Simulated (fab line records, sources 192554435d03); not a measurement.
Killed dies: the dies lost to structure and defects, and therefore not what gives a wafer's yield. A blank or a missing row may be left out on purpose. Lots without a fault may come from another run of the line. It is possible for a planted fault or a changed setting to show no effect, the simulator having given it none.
Chamber matching -- flow n5Finfet -- N5_BEOL_M7_ALD_77 on aldMetal-02 has 4 sister chambers
The step deposits TaN, target thk 2 nm, pulse time 2 s, purge time 3 s. 16 wafers are shown with their chamber, then 8 later ones without.

## EACH WAFER AND ITS CHAMBER
wafer,chamber,heaterPowerW (W)
L075.2,1,406
L075.3,2,348
L075.5,3,367
L077.1,1,409
L077.2,2,353
L077.6,1,411
L082.1,1,398
L082.2,2,348
L082.6,2,354
L083.1,0,441
L083.2,3,377
L083.3,2,368
L087.2,2,346
L087.5,0,439
L087.6,1,404
L089.1,3,363

SIGNATURES, as means of the wafers listed above
reading,chamber 0,chamber 1,chamber 2,chamber 3,scatter within a chamber
heaterPowerW,440.00,405.60,352.83,369.00,6.66
Rule: for a wafer and a chamber, the distance is found by dividing, reading by reading, the gap between the wafer's reading and the chamber's mean by the reading's scatter, squaring, summing and taking the root. The wafer belongs to the nearest chamber; if the next one is less than 2 further off, it can't be placed. The scatter: the root of (the sum of the squares of (reading less its chamber's mean) over the shown wafers, divided by (wafers less chambers)).

## WAFERS WITH NO CHAMBER GIVEN
wafer,heaterPowerW (W)
L089.3,422
L089.6,349
L093.1,397
L093.2,352
L093.3,379
L093.4,450
L093.5,358
L093.6,379

## WHICH CHAMBER EACH WENT THROUGH
wafer,from the rows above,in truth
L089.3,can't be placed: 1 or 0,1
L089.6,2,2
L093.1,1,1
L093.2,2,2
L093.3,3,3
L093.4,0,0
L093.5,can't be placed: 2 or 3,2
L093.6,3,3
6 of 8 placed correctly. Not placeable from these rows: 2 (in 2, the candidates include the true chamber). 0 placed wrongly.
